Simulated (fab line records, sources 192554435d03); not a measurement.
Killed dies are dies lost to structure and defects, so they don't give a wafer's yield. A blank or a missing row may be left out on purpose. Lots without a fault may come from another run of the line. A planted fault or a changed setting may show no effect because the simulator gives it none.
Split-lot experiment | flow n5_finfet | 7 lots, 39 wafers read, on a route of 1938 steps

THE SPLIT
At N5_DUMMY_GATE_ETCH_32 (etches SiO2 in CF4, target depth 3.5 nm, time 3.9 s), the setting time_s was moved away from the recipe's 3.9 s on 12 of the 39 wafers read, by -13.4% to +10.1%. The other wafers ran this setting at the recipe's value.

The reading is taken at the split's own step.

THE READING
etch.depth_nm (the simulator's own value, which no gauge read), in nm, at N5_DUMMY_GATE_ETCH_32 (etches SiO2 in CF4, target depth 3.5 nm, time 3.9 s). The file gives no usual value for it. The 27 wafers here that ran the recipe average 3.500 nm, standard deviation 0.082 nm.

wafer  | tool, chamber at the split | time_s as run, s | against the recipe | etch.depth_nm, nm | against lot-mates on the recipe
L078.1 | rie_si-03, 2               | 4.294            | +10.1%             | 3.765             | +0.314
L078.2 | rie_si-03, 3               | 4.294            | +10.1%             | 3.917             | +0.466
L078.3 | rie_si-03, 1               | 3.9              | recipe             | 3.45              | -
L078.4 | rie_si-03, 0               | 3.9              | recipe             | 3.461             | -
L078.5 | rie_si-03, 2               | 3.9              | recipe             | 3.443             | -
L078.6 | rie_si-03, 1               | 4.294            | +10.1%             | 3.814             | +0.363
L079.1 | rie_si-05, 2               | 3.9              | recipe             | 3.602             | -
L079.2 | rie_si-05, 1               | 3.9              | recipe             | 3.517             | -
L079.3 | rie_si-05, 0               | 3.9              | recipe             | 3.454             | -
L079.4 | rie_si-05, 3               | 3.9              | recipe             | 3.559             | -
L079.5 | rie_si-05, 0               | 3.9              | recipe             | 3.45              | -
L079.6 | rie_si-05, 1               | 3.9              | recipe             | 3.519             | -
L080.1 | rie_si-03, 1               | 3.377            | -13.4%             | 2.999             | -0.494
L080.2 | rie_si-03, 0               | 3.9              | recipe             | 3.47              | -
L080.3 | rie_si-03, 3               | 3.377            | -13.4%             | 3.099             | -0.394
L080.4 | rie_si-03, 2               | 3.9              | recipe             | 3.413             | -
L080.5 | rie_si-03, 2               | 3.377            | -13.4%             | 2.955             | -0.538
L080.6 | rie_si-03, 3               | 3.9              | recipe             | 3.595             | -
L086.1 | rie_si-05, 0               | 3.9              | recipe             | 3.481             | -
L086.2 | rie_si-05, 1               | 3.9              | recipe             | 3.598             | -
L086.3 | rie_si-05, 2               | 3.9              | recipe             | 3.613             | -
L086.4 | rie_si-05, 3               | 3.9              | recipe             | 3.634             | -
L086.5 | rie_si-05, 1               | 3.9              | recipe             | 3.566             | -
L086.6 | rie_si-05, 0               | 3.9              | recipe             | 3.475             | -
L087.1 | rie_si-01, 1               | 3.624            | -7.1%              | 3.277             | -0.196
L087.2 | rie_si-01, 2               | 3.9              | recipe             | 3.528             | -
L087.3 | rie_si-01, 0               | 3.624            | -7.1%              | 3.119             | -0.354
L087.4 | rie_si-01, 3               | 3.9              | recipe             | 3.543             | -
L087.5 | rie_si-01, 3               | 3.624            | -7.1%              | 3.29              | -0.183
L087.6 | rie_si-01, 0               | 3.9              | recipe             | 3.349             | -
L091.2 | rie_si-01, 1               | 3.9              | recipe             | 3.572             | -
L091.4 | rie_si-01, 0               | 3.9              | recipe             | 3.437             | -
L091.6 | rie_si-01, 3               | 3.9              | recipe             | 3.625             | -
L097.1 | rie_si-03, 0               | 3.9              | recipe             | 3.349             | -
L097.2 | rie_si-03, 2               | 3.9              | recipe             | 3.386             | -
L097.3 | rie_si-03, 3               | 4.289            | +10.0%             | 3.867             | +0.485
L097.4 | rie_si-03, 1               | 4.289            | +10.0%             | 3.746             | +0.364
L097.5 | rie_si-03, 1               | 3.9              | recipe             | 3.412             | -
L097.6 | rie_si-03, 2               | 4.289            | +10.0%             | 3.713             | +0.331

THE FIT
A straight line over all 39 wafers: etch.depth_nm changes by +0.0336 nm for each +1% of time_s; r = +0.92; the points scatter about the line by 0.082 nm.
The same after taking each lot's own level away (the mean of its wafers on the recipe; 39 wafers): +0.0368 nm for each +1%; r = +0.96; scatter 0.066 nm.
On that fit, the largest move of time_s shifts the reading by 0.49 nm.
The lots' own levels span 3.3823 to 3.5612 nm, that is 2.2 times the standard deviation above.
So the lot-to-lot level changes the slope little: the two slopes agree.
Check: with one of the wafers moved furthest among these (-13.4%) left out of the fit, the line predicts -0.487 nm for it against its lot-mates. It came out at -0.494 nm against them.

THE FILE'S OWN FIT
etch.depth_nm changes by +0.0368 nm for each +1% of time_s, r = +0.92.
